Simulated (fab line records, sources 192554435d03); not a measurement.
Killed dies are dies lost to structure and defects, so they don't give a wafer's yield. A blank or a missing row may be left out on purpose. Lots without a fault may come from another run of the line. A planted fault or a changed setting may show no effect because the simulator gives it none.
fab line records | flow n5_finfet
record lots=7 wafers=19 last_day=17
route steps=1938 shown MOL_CONTACT_COAG@630 BEOL_M0_SAQP@632 BEOL_M4@1111 PASSIVATION@1936
lots that met no fault: from a run of the same line without faults
start_h: hours from the record's first day to the start of the lot's first wafer shown | wait_h: hours since the lot's step before | " the same as in the row above | L1.1+2: a row that stands for several wafers | - no value, or no start given | * or withheld: withheld | < > ~ a bound
route shown NAME@n: a module of which the file shows steps, and the number in the route of the first | usual: mean/standard deviation of fault-free wafers | same: alike in all rows | chamber/n: place in a boat | sites: the reading at each site | _std_site: their standard deviation | _edge_site: outer sites' mean less inner sites' | radius_mm: how far each site lies from the wafer's centre | mask NAME#n: copy n | behind: the tool/chamber that last shaped the wafer | hold: why the lot was held/for how many hours/how that ended | device: the transistor (n, p or np) that didn't switch | end of line: the same wafers' tests at the end of the route | a step without rows: its recipe alone | killed: dies lost to structure and defects at the first sort, not the wafer's yield | map: a wafer's dies, x killed, . not, _ none there
set.NAME: the setting as run; set.NAME@STEP: as run at that earlier step | model.NAME: the simulator's own value behind a step, which no gauge read
lots at some steps of the route; a table a step, a row a wafer
services: from which hour (start_h, from the record's first day; less than 0 if before it) a tool's chamber was out of use, for how many hours, and why
## steps
# step N5_MOL_CONTACT_COAG_INSPECT_97
# recipe inspect_instrument=darkfield mode=post_anneal
# usual raw_defect_count=43/16
# columns lot.wafer tool chamber start_h wait_h raw_defect_count
L354.3 defect_inspect-02 - 126.86 0.1 40
L354.5 " - " " 33
L354.6 " - " " 56
L358.2 defect_inspect-02 - 152.48 0.1 26
L358.4 " - " " 34
L358.5 " - " " 58
L359.4 defect_inspect-01 - 165.55 0.1 15
L359.5 " - " " 26
L362.1 defect_inspect-01 - 177.41 0.0 45
L362.3 " - " " 76
L362.5 " - " " 35
L364.3 defect_inspect-02 - 195.50 0.1 35
L364.5 " - " " 34
L371.2 defect_inspect-01 - 232.71 0.0 38
L371.3 " - " " 14
L371.6 " - " " 36
L372.3 defect_inspect-01 - 236.71 0.1 30
L372.4 " - " " 27
L372.5 " - " " 29
# step N5_BEOL_M0_SAQP_PECVD_00
# recipe material=SiCN target_thk_a=80 temp_c=withheld precursor=3MS/NH3 pressure_torr=3 rf_w=202 time_s=14
# usual showerhead_plenum_p_Torr=3.663/0.012 throttle_valve_pct=9.2/0.61
# columns lot.wafer tool chamber start_h wait_h showerhead_plenum_p_Torr throttle_valve_pct
L354.3 pecvd-04 2 127.16 0.1 3.665 9.4
L354.5 " 2 " " 3.659 9.5
L354.6 " 1 " " 3.658 8.9
L358.2 pecvd-04 2 152.79 0.2 3.668 9.5
L358.4 " 1 " " 3.660 9.3
L358.5 " 0 " " 3.661 9.2
L359.4 pecvd-02 1 165.83 0.1 3.694 8.8
L359.5 " 0 " " 3.664 9.5
L362.1 pecvd-02 2 177.74 0.2 3.668 8.4
L362.3 " 0 " " 3.661 9.5
L362.5 " 0 " " 3.658 9.4
L364.3 pecvd-04 1 195.79 0.1 3.658 9.3
L364.5 " 2 " " 3.662 9.7
L371.2 pecvd-04 2 233.03 0.2 3.657 7.7
L371.3 " 0 " " 3.671 9.2
L371.6 " 0 " " 3.665 9.0
L372.3 pecvd-04 1 237.01 0.1 3.656 9.1
L372.4 " 2 " " 3.663 7.9
L372.5 " 0 " " 3.652 9.0
# step N5_BEOL_M0_SAQP_ILD_DEP_01
# recipe material=SiOC target_thk_a=454.19 temp_c=350 precursor=DEMS/O2 pressure_torr=5 rf_w=500 time_s=8.7
# usual heater_power_w=457/62 showerhead_plenum_p_Torr=5.692/0.012 susceptor_temp_C=350.01/0.21 throttle_valve_pct=12.2/0.8
# columns lot.wafer tool chamber start_h wait_h heater_power_w showerhead_plenum_p_Torr susceptor_temp_C throttle_valve_pct
L354.3 pecvd-04 2 127.18 0.0 429 5.705 350.05 13.2
L354.5 " 2 " " 418 5.696 350.30 12.8
L354.6 " 1 " " 441 5.693 350.09 12.2
L358.2 pecvd-04 2 152.82 0.0 468 5.678 349.82 12.8
L358.4 " 1 " " 505 5.684 349.70 12.4
L358.5 " 0 " " 443 5.684 349.91 12.1
L359.4 pecvd-02 1 165.86 0.0 355 5.707 350.08 11.5
L359.5 " 0 " " 595 5.688 349.86 12.1
L362.1 pecvd-02 2 177.77 0.0 415 5.685 349.77 11.0
L362.3 " 0 " " 558 5.691 349.84 12.3
L362.5 " 0 " " 549 5.683 350.43 12.3
L364.3 pecvd-04 1 195.81 0.0 448 5.674 350.08 12.3
L364.5 " 2 " " 411 5.690 349.68 12.7
L371.2 pecvd-04 2 233.05 0.0 372 5.686 350.32 10.4
L371.3 " 0 " " 387 5.694 350.11 12.2
L371.6 " 0 " " 371 5.691 349.90 12.1
L372.3 pecvd-04 1 237.04 0.0 493 5.699 350.39 11.9
L372.4 " 2 " " 440 5.705 349.93 10.5
L372.5 " 0 " " 394 5.667 350.54 12.1
# step N5_BEOL_M0_SAQP_HM_DEP_02
# recipe material=TiN target_thk_a=120 temp_c=25 chamber_pressure_pa=0.49996
# usual susceptor_temp_C=24.99/0.099 throttle_valve_pct=30.5/0.84
# columns lot.wafer tool chamber start_h wait_h susceptor_temp_C throttle_valve_pct
L354.3 pvd_sputter-03 - 127.33 0.1 24.93 31.1
L354.5 " - " " 24.91 31.6
L354.6 " - " " 24.94 29.5
L358.2 pvd_sputter-01 - 154.59 1.8 24.96 30.2
L358.4 " - " " 24.92 30.3
L358.5 " - " " 25.00 32.0
L359.4 pvd_sputter-03 - 167.37 1.5 24.80 31.5
L359.5 " - " " 24.99 31.2
L362.1 pvd_sputter-01 - 178.39 0.6 25.01 31.8
L362.3 " - " " 24.99 30.3
L362.5 " - " " 25.03 30.2
L364.3 pvd_sputter-03 - 197.91 2.1 25.10 29.7
L364.5 " - " " 25.03 29.8
L371.2 pvd_sputter-03 - 234.39 1.3 25.25 29.6
L371.3 " - " " 25.12 31.4
L371.6 " - " " 25.00 29.7
L372.3 pvd_sputter-01 - 239.36 2.3 24.84 31.3
L372.4 " - " " 25.02 31.9
L372.5 " - " " 24.96 30.2
# step N5_BEOL_M0_SAQP_PECVD_03
# recipe material=SiCN target_thk_a=120 temp_c=withheld precursor=3MS/NH3 pressure_torr=3 rf_w=202 time_s=21.1
# step N5_BEOL_M0_SAQP_PECVD_96
# recipe material=a-Si target_thk_a=450 temp_c=350 precursor=SiH4/He pressure_torr=3 rf_w=100 time_s=45.2
# step N5_BEOL_M0_SAQP_PECVD_97
# recipe material=SiNx target_thk_a=230 temp_c=350 precursor=SiH4/NH3/N2 pressure_torr=1.5 rf_w=300 time_s=19.9
# usual heater_power_w=520/60 showerhead_plenum_p_Torr=5.13/0.055 susceptor_temp_C=350.02/0.2 throttle_valve_pct=40.5/2.8
# columns lot.wafer tool chamber start_h wait_h heater_power_w showerhead_plenum_p_Torr susceptor_temp_C throttle_valve_pct
L354.3 pecvd-01 0 127.52 0.0 512 5.10 350.32 42.9
L354.5 " 1 " " 559 5.19 349.40 47.0
L354.6 " 0 " " 506 5.10 350.32 43.1
L358.2 pecvd-02 1 154.83 0.0 455 5.25 349.86 39.2
L358.4 " 1 " " 453 5.27 349.83 39.1
L358.5 " 1 " " 446 5.25 349.95 39.0
L359.4 pecvd-02 2 167.59 0.0 505 5.10 350.14 36.1
L359.5 " 0 " " 596 5.10 349.78 41.5
L362.1 pecvd-04 0 178.58 0.0 472 5.11 349.50 40.1
L362.3 " 1 " " 510 5.10 349.92 40.8
L362.5 " 0 " " 472 5.10 349.88 39.8
L364.3 pecvd-04 1 198.12 0.0 479 5.10 350.09 40.5
L364.5 " 2 " " 508 5.12 349.67 42.6
L371.2 pecvd-04 2 234.59 0.0 527 5.12 349.64 35.3
L371.3 " 0 " " 429 5.11 350.09 40.4
L371.6 " 0 " " 423 5.11 349.98 40.2
L372.3 pecvd-04 1 239.55 0.0 563 5.10 350.34 40.7
L372.4 " 0 " " 475 5.11 349.87 40.4
L372.5 " 1 " " 573 5.10 350.18 40.8
# step N5_BEOL_M0_SAQP_PECVD_04
# recipe material=a-Si target_thk_a=600 temp_c=350 precursor=SiH4/He pressure_torr=3 rf_w=100 time_s=60.2
# step N5_BEOL_M0_SAQP_THK_MEAS_05
# usual thk_nm=59.7/0.84
# columns lot.wafer tool chamber start_h wait_h thk_nm
L354.3 film_metro-02 - 127.67 0.1 58.7
L354.5 " - " " 58.9
L354.6 " - " " 60.1
L358.2 film_metro-01 - 155.02 0.1 60.2
L358.4 " - " " 61.4
L358.5 " - " " 60.9
L359.4 film_metro-02 - 167.71 0.0 60.6
L359.5 " - " " 61.4
L362.1 film_metro-01 - 178.72 0.1 60.3
L362.3 " - " " 59.4
L362.5 " - " " 60.9
L364.3 film_metro-02 - 198.27 0.1 59.0
L364.5 " - " " 59.6
L371.2 film_metro-02 - 234.72 0.1 59.0
L371.3 " - " " 59.0
L371.6 " - " " 59.5
L372.3 film_metro-01 - 239.69 0.1 58.8
L372.4 " - " " 60.1
L372.5 " - " " 59.5
# step N5_BEOL_M0_SAQP_HM_DEP_111
# recipe material=SiO2 target_thk_a=120 temp_c=400 precursor=SiH4/N2O pressure_torr=0.75 rf_w=275 time_s=7.2
# usual heater_power_w=747/81 showerhead_plenum_p_Torr=8.14/0.11 susceptor_temp_C=400.03/0.21
# columns lot.wafer tool chamber start_h wait_h heater_power_w showerhead_plenum_p_Torr susceptor_temp_C
L354.3 pecvd-04 0 127.71 0.0 598 8.08 399.88
L354.5 " 1 " " 807 8.06 400.09
L354.6 " 2 " " 664 8.12 399.91
L358.2 pecvd-04 0 155.05 0.0 626 8.09 399.85
L358.4 " 0 " " 631 8.07 399.88
L358.5 " 1 " " 765 8.05 399.76
L359.4 pecvd-04 2 167.77 0.1 720 8.11 399.95
L359.5 " 0 " " 690 8.08 400.18
L362.1 pecvd-01 0 178.75 0.0 790 8.01 399.80
L362.3 " 2 " " 852 8.25 400.58
L362.5 " 0 " " 770 8.04 399.92
L364.3 pecvd-01 0 198.31 0.0 785 8.03 400.19
L364.5 " 2 " " 718 8.26 400.14
L371.2 pecvd-02 0 234.76 0.0 908 8.07 399.93
L371.3 " 1 " " 663 8.39 400.07
L371.6 " 1 " " 672 8.40 400.07
L372.3 pecvd-02 2 239.72 0.0 703 8.08 400.19
L372.4 " 0 " " 829 8.05 399.91
L372.5 " 2 " " 714 8.06 400.16
# step N5_BEOL_M0_SAQP_COAT_81
# recipe resist=SOC temp_c=250 time_s=60 spin_rpm=1500 resist_thk_nm=100
# step N5_BEOL_M0_SAQP_COAT_82
# recipe resist=SiARC temp_c=220 time_s=60 spin_rpm=1500 resist_thk_nm=30
# usual heater_power_total_W=427.6/2.1 run_length_s=66.19/0.17
# columns lot.wafer tool chamber start_h wait_h heater_power_total_W run_length_s
L354.3 litho_track-01 0 127.79 - 424.3 66.37
L354.5 " 0 " " 429.9 66.31
L354.6 " 0 " " 429.8 66.23
L358.2 litho_track-01 0 155.13 - 425.6 66.36
L358.4 " 0 " " 428.9 66.19
L358.5 " 0 " " 425.4 66.32
L359.4 litho_track-01 0 167.85 - 426.7 66.26
L359.5 " 0 " " 424.2 69.23
L362.1 litho_track-01 0 178.83 - 429.6 66.14
L362.3 " 0 " " 427.4 69.32
L362.5 " 0 " " 425.0 69.30
L364.3 litho_track-01 0 198.39 - 426.9 68.95
L364.5 " 0 " " 426.2 68.92
L371.2 litho_track-03 0 234.84 - 425.1 66.15
L371.3 " 0 " " 424.3 65.98
L371.6 " 0 " " 429.9 65.88
L372.3 litho_track-03 0 239.80 - 426.4 66.00
L372.4 " 0 " " 430.9 65.84
L372.5 " 0 " " 430.4 65.86
# step N5_BEOL_M0_SAQP_COAT_08
# recipe resist=CAR-ArF spin_rpm=1500 resist_thk_nm=90
# step N5_BEOL_M4_RC_MEAS_101
# usual DIBL_N=36.3/1.7 DIBL_P=36.5/1.8 IOFF_N=0.16/0.033 IOFF_P=0.21/0.037 ION_N=675/11 ION_P=462/7.9 SS_N=71.6/0.64 SS_P=73.3/0.68 VT_N=249/3.3 VT_P=-250/3.3
# columns lot.wafer tool chamber start_h wait_h DIBL_N[mV/V] DIBL_P[mV/V] IOFF_N[nA/um] IOFF_P[nA/um] ION_N[uA/um] ION_P[uA/um] SS_N[mV/dec] SS_P[mV/dec] VT_N[mV] VT_P[mV]
L354.3 prober-01 0 183.02 0.3 38.1 37.8 0.19 0.26 684 467 71.9 73.3 245 -249
L354.5 " 0 " " 38.4 38.6 0.19 0.27 680 468 72.2 74.1 247 -247
L354.6 " 0 " " 36.8 36.7 0.16 0.23 675 463 70.9 73.6 250 -248
L358.2 prober-02 0 207.73 0.2 32.4 33.5 0.11 0.17 654 456 70.4 72.3 255 -253
L358.4 " 0 " " 35.0 35.8 0.14 0.20 661 460 71.8 73.1 250 -249
L358.5 " 0 " " 36.4 37.2 0.16 0.22 660 454 72.8 73.6 248 -251
L359.4 prober-02 0 224.24 0.6 36.8 36.9 0.14 0.19 669 451 71.4 73.1 253 -252
L359.5 " 0 " " 36.0 36.4 0.13 0.17 657 448 70.8 72.8 250 -257
L362.1 prober-02 0 231.02 0.0 36.1 36.2 0.17 0.22 676 463 72.2 73.2 249 -250
L362.3 " 0 " " 39.4 40.8 0.24 0.31 686 470 71.8 74.3 243 -246
L362.5 " 0 " " 37.9 38.3 0.20 0.25 680 463 72.3 74.7 245 -250
L364.3 prober-01 0 254.00 0.3 36.9 36.9 0.18 0.27 688 476 71.6 73.2 246 -244
L364.5 " 0 " " 38.6 38.4 0.22 0.32 683 476 72.2 73.3 246 -241
L371.2 prober-02 0 291.79 0.2 37.9 38.5 0.21 0.22 690 462 72.2 73.7 245 -251
L371.3 " 0 " " 35.1 35.3 0.16 0.20 684 465 71.2 73.2 247 -254
L371.6 " 0 " " 39.6 40.9 0.26 0.30 693 471 72.1 75.5 242 -247
L372.3 prober-02 0 298.49 0.3 40.3 39.9 0.24 0.24 693 461 73.0 74.6 246 -254
L372.4 " 0 " " 40.2 39.7 0.24 0.24 703 466 72.2 74.6 243 -249
L372.5 " 0 " " 36.1 35.1 0.14 0.17 676 458 71.3 72.9 251 -250
# step N5_PASSIVATION_PROBE_49
# usual defect_limited_yield=91.3/1.5 killed_at_M0_to_M3=34/9.4 killed_at_M4_up=13/5.3 killed_at_contacts=13/5.7 killed_at_front_end=40/10 killed_at_other=3.7/2.8 killed_dies=103/17 killed_on_rim=13/4.2 killed_open=67/13 killed_short=35/8.5 sort_bin_4_leakage=0.00/0.016 sort_bin_5_function=5.0/0.98 sort_bin_6_memory=3.3/0.7 sort_n_pass=1077/17 sort_yield_pct=91.3/1.5
# same gross_dies=1180 killed_at_back_side=0 sort_bin_8_speed[%]=0
# columns lot.wafer tool chamber start_h wait_h defect_limited_yield[%] killed_at_M0_to_M3 killed_at_M4_up killed_at_contacts killed_at_front_end killed_at_other killed_dies killed_on_rim killed_open killed_short sort_bin_4_leakage[%] sort_bin_5_function[%] sort_bin_6_memory[%] sort_n_pass sort_yield_pct[%]
L354.3 prober-02 - 290.01 0.1 91.9 34 10 14 33 5 96 20 67 29 0 4.4 3.2 1084 91.9
L354.5 prober-02 - 290.11 0.2 91.3 46 6 10 31 10 103 13 68 35 0 4.9 3.3 1077 91.3
L354.6 prober-02 - 290.16 0.3 91.1 30 16 8 45 6 105 14 63 38 0 5.0 3.5 1075 91.1
L358.2 prober-01 - 316.09 0.1 89.3 32 18 18 57 1 126 19 73 49 0 7.4 2.3 1054 89.3
L358.4 prober-01 - 316.19 0.2 92.8 20 14 14 34 3 85 9 51 32 0 4.0 3.1 1095 92.8
L358.5 prober-01 - 316.24 0.2 90.1 22 25 24 45 1 117 18 79 36 0 6.3 3.4 1063 90.1
L359.4 prober-01 - 331.44 0.2 94.0 25 6 9 28 3 71 10 44 27 0 3.7 2.2 1109 94.0
L359.5 prober-01 - 331.49 0.2 93.1 40 7 3 29 3 82 10 38 44 0 4.3 2.4 1098 93.1
L362.1 prober-01 - 332.57 0.0 92.8 25 17 14 28 1 85 10 57 26 0 4.8 2.3 1095 92.8
L362.3 prober-01 - 332.67 0.1 92.7 24 11 18 32 1 86 3 43 38 0 3.8 3.1 1094 92.7
L362.5 prober-01 - 332.77 0.2 90.0 43 17 19 38 1 118 10 79 39 0 5.8 3.6 1062 90.0
L364.3 prober-02 - 353.27 0.1 91.1 33 12 5 54 1 105 12 62 40 0 4.5 3.7 1075 91.1
L364.5 prober-02 - 353.37 0.2 91.9 29 10 12 38 7 96 12 58 38 0 4.7 3.2 1084 91.9
L372.3 prober-01 - 392.99 0.1 92.6 22 1 10 43 11 87 7 63 24 0 4.4 3.0 1093 92.6
L372.4 prober-01 - 393.04 0.2 91.4 41 12 15 30 4 102 14 66 36 0 4.7 3.4 1078 91.4
L372.5 prober-01 - 393.09 0.2 90.0 50 14 11 32 11 118 14 82 36 0 5.3 4.4 1062 90.0
L371.2 prober-01 - 397.56 0.1 91.6 40 7 17 33 2 99 8 62 37 0 4.3 3.6 1081 91.6
L371.3 prober-01 - 397.61 0.1 91.0 32 11 9 50 4 106 9 71 32 0 6.1 2.7 1074 91.0
L371.6 prober-01 - 397.76 0.3 91.6 41 11 12 34 1 99 15 61 38 0.08 5.6 2.5 1080 91.5
# killed by level:class
L354.3 MOL_CONTACT_COAG:geometric_particle:open=13 BEOL_M2:geometric_particle:open=12 FIN_SAQP:geometric_particle:open=10 STI_FIN_REVEAL:geometric_particle:open=9 BEOL_M0_SAQP:geometric_particle:short=8 FIN_SAQP:geometric_particle:short=7 BEOL_M4:geometric_particle:open=6 BEOL_M0_SAQP:geometric_particle:open=5
L354.5 BEOL_M0_SAQP:geometric_particle:open=18 BEOL_M0_SAQP:geometric_particle:short=14 STI_FIN_REVEAL:geometric_particle:open=10 BEOL_M1:geometric_particle:open=6 MOL_CONTACT_COAG:geometric_particle:open=6 FIN_SAQP:geometric_particle:open=5 FIN_SAQP:geometric_particle:short=4 ILD0:geometric_particle:open=4
L354.6 FIN_SAQP:geometric_particle:open=9 MOL_CONTACT_COAG:geometric_particle:open=8 BEOL_M0_SAQP:geometric_particle:open=7 BEOL_M0_SAQP:geometric_particle:short=6 BEOL_M2:geometric_particle:open=6 FIN_SAQP:geometric_particle:short=5 STARTING-WAFER:geometric_particle:short=5 STI_FIN_REVEAL:geometric_particle:open=4
L358.2 FIN_SAQP:geometric_particle:short=19 MOL_CONTACT_COAG:geometric_particle:open=12 BEOL_M3:geometric_particle:open=11 BEOL_M0_SAQP:geometric_particle:open=7 FIN_SAQP:geometric_particle:open=6 MOL_CONTACT_COAG:geometric_particle:short=6 BEOL_M0_SAQP:geometric_particle:short=6 STI_FIN_REVEAL:geometric_particle:open=5
L358.4 MOL_CONTACT_COAG:geometric_particle:open=9 FIN_SAQP:geometric_particle:short=8 BEOL_M0_SAQP:geometric_particle:short=6 DUMMY_GATE:geometric_particle:open=5 MOL_CONTACT_COAG:geometric_particle:short=5 BEOL_M2:geometric_particle:open=5 FIN_SAQP:geometric_particle:open=4 STI_FIN_REVEAL:geometric_particle:open=4
L358.5 MOL_CONTACT_COAG:geometric_particle:open=19 BEOL_M4:geometric_particle:open=13 FIN_SAQP:geometric_particle:short=12 FIN_SAQP:geometric_particle:open=8 BEOL_M3:geometric_particle:open=7 ILD0:geometric_particle:open=6 MOL_CONTACT_COAG:geometric_particle:short=5 BEOL_M2:geometric_particle:open=5
L359.4 BEOL_M0_SAQP:geometric_particle:open=9 DUMMY_GATE:geometric_particle:open=6 MOL_CONTACT_COAG:geometric_particle:open=6 GATE_CUT:geometric_particle:short=5 BEOL_M0_SAQP:geometric_particle:short=5 FIN_SAQP:geometric_particle:short=4 ILD0:geometric_particle:open=3 MOL_CONTACT_COAG:geometric_particle:short=3
L359.5 BEOL_M0_SAQP:geometric_particle:open=13 BEOL_M0_SAQP:geometric_particle:short=11 ILD0:geometric_particle:short=8 FIN_SAQP:geometric_particle:short=5 BEOL_M1:geometric_particle:short=4 GATE_CUT:geometric_particle:short=3 BEOL_M1:geometric_particle:open=3 BEOL_M2:geometric_particle:open=3
L362.1 MOL_CONTACT_COAG:geometric_particle:open=10 STI_FIN_REVEAL:geometric_particle:open=7 BEOL_M3:geometric_particle:open=7 GATE_CUT:geometric_particle:open=7 GATE_CUT:geometric_particle:short=5 BEOL_M4:geometric_particle:open=5 MOL_CONTACT_COAG:geometric_particle:short=4 BEOL_M0_SAQP:geometric_particle:short=3
L362.3 MOL_CONTACT_COAG:geometric_particle:open=9 MOL_CONTACT_COAG:geometric_particle:short=9 FIN_SAQP:geometric_particle:short=7 GATE_CUT:geometric_particle:short=6 BEOL_M2:geometric_particle:short=6 BEOL_M2:geometric_particle:open=6 STI_FIN_REVEAL:geometric_particle:open=4 BEOL_M3:geometric_particle:open=4
L362.5 BEOL_M3:geometric_particle:open=21 MOL_CONTACT_COAG:geometric_particle:open=13 FIN_SAQP:geometric_particle:short=8 BEOL_M0:geometric_particle:open=7 GATE_CUT:geometric_particle:short=6 MOL_CONTACT_COAG:geometric_particle:short=6 BEOL_M1:geometric_particle:open=5 BEOL_M4:geometric_particle:open=5
L364.3 FIN_SAQP:geometric_particle:short=16 FIN_SAQP:geometric_particle:open=13 BEOL_M0_SAQP:geometric_particle:short=10 BEOL_M0_SAQP:geometric_particle:open=6 BEOL_M1:geometric_particle:open=6 BEOL_M2:geometric_particle:open=5 DUMMY_GATE:geometric_particle:open=4 MOL_CONTACT_COAG:geometric_particle:open=4
L364.5 FIN_SAQP:geometric_particle:open=11 MOL_CONTACT_COAG:geometric_particle:open=10 FIN_SAQP:geometric_particle:short=8 STI_FIN_REVEAL:geometric_particle:open=6 BEOL_M0_SAQP:geometric_particle:short=6 BEOL_M2:geometric_particle:open=5 BEOL_M0_SAQP:geometric_particle:open=5 BEOL_M3:geometric_particle:open=5
L372.3 STI_FIN_REVEAL:geometric_particle:open=14 MOL_CONTACT_COAG:geometric_particle:open=9 BEOL_M3:geometric_particle:open=7 DUMMY_GATE:geometric_particle:open=5 BEOL_M2:geometric_particle:open=5 FIN_SAQP:geometric_particle:open=4 BEOL_M0_SAQP:geometric_particle:open=4 FIN_SAQP:geometric_particle:short=3
L372.4 MOL_CONTACT_COAG:geometric_particle:open=12 BEOL_M0_SAQP:geometric_particle:short=12 BEOL_M1:geometric_particle:open=10 STI_FIN_REVEAL:geometric_particle:open=6 BEOL_M0_SAQP:geometric_particle:open=6 BEOL_M3:geometric_particle:open=6 FIN_SAQP:geometric_particle:open=5 GATE_CUT:geometric_particle:short=4
L372.5 BEOL_M0_SAQP:geometric_particle:open=11 BEOL_M3:geometric_particle:open=10 MOL_CONTACT_COAG:geometric_particle:open=9 BEOL_M0_SAQP:geometric_particle:short=8 BEOL_M2:geometric_particle:open=8 FIN_SAQP:geometric_particle:open=7 BEOL_M1:geometric_particle:open=5 GATE_CUT:geometric_particle:short=4
L371.2 BEOL_M0_SAQP:geometric_particle:open=12 MOL_CONTACT_COAG:geometric_particle:open=11 STI_FIN_REVEAL:geometric_particle:open=9 BEOL_M3:geometric_particle:open=9 BEOL_M0_SAQP:geometric_particle:short=8 FIN_SAQP:geometric_particle:short=7 MOL_CONTACT_COAG:geometric_particle:short=6 FIN_SAQP:geometric_particle:open=4
L371.3 FIN_SAQP:geometric_particle:open=14 BEOL_M0_SAQP:geometric_particle:open=13 MOL_CONTACT_COAG:geometric_particle:open=9 FIN_SAQP:geometric_particle:short=8 STI_FIN_REVEAL:geometric_particle:open=8 BEOL_M0_SAQP:geometric_particle:short=7 ILD0:geometric_particle:short=5 BEOL_M3:geometric_particle:open=5
L371.6 FIN_SAQP:geometric_particle:short=13 FIN_SAQP:geometric_particle:open=10 BEOL_M2:geometric_particle:open=10 MOL_CONTACT_COAG:geometric_particle:open=9 BEOL_M0_SAQP:geometric_particle:short=8 BEOL_M3:geometric_particle:open=8 BEOL_M0_SAQP:geometric_particle:open=6 BEOL_M1:geometric_particle:open=6
## services
# columns tool chamber start_h hours kind
pecvd-01 0 103.81 5.3 repair
pecvd-01 2 119.08 2.1 scheduled_down
pvd_sputter-03 - 121.68 0.6 repair
pecvd-02 - 136.08 14.6 pm
pecvd-02 0 153.68 4.6 repair
pecvd-04 1 163.50 5.5 scheduled_down
pecvd-02 1 192.94 5.5 scheduled_down
pecvd-04 2 202.38 - clean
pecvd-04 2 202.38 - consumable_replace:showerhead
pecvd-04 2 202.38 29.0 scheduled_down
pecvd-04 2 202.38 29.0 vent_cycle
litho_track-03 - 220.75 - consumable_replace:filter
pecvd-01 1 224.34 2.1 scheduled_down
## key
first_sign step=N5_BEOL_M0_SAQP_COAT_82 reading=run_length_s direction=up sigmas=17 usual=* struck=*
effect none on later readings
met_at N5_BEOL_M0_SAQP_COAT_82
struck_wafers L359.5,L362.3,L362.5,L364.3,L364.5
onset_between 155.13 167.85
fault kind=process_parameter_drift tool=litho_track-01 chamber=- onset_h=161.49 steps=N5_BEOL_M0_SAQP_COAT_82 channel=time_s offset=* shape=step end_h=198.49 scope=struck_wafers_only acts_in=* stated=*
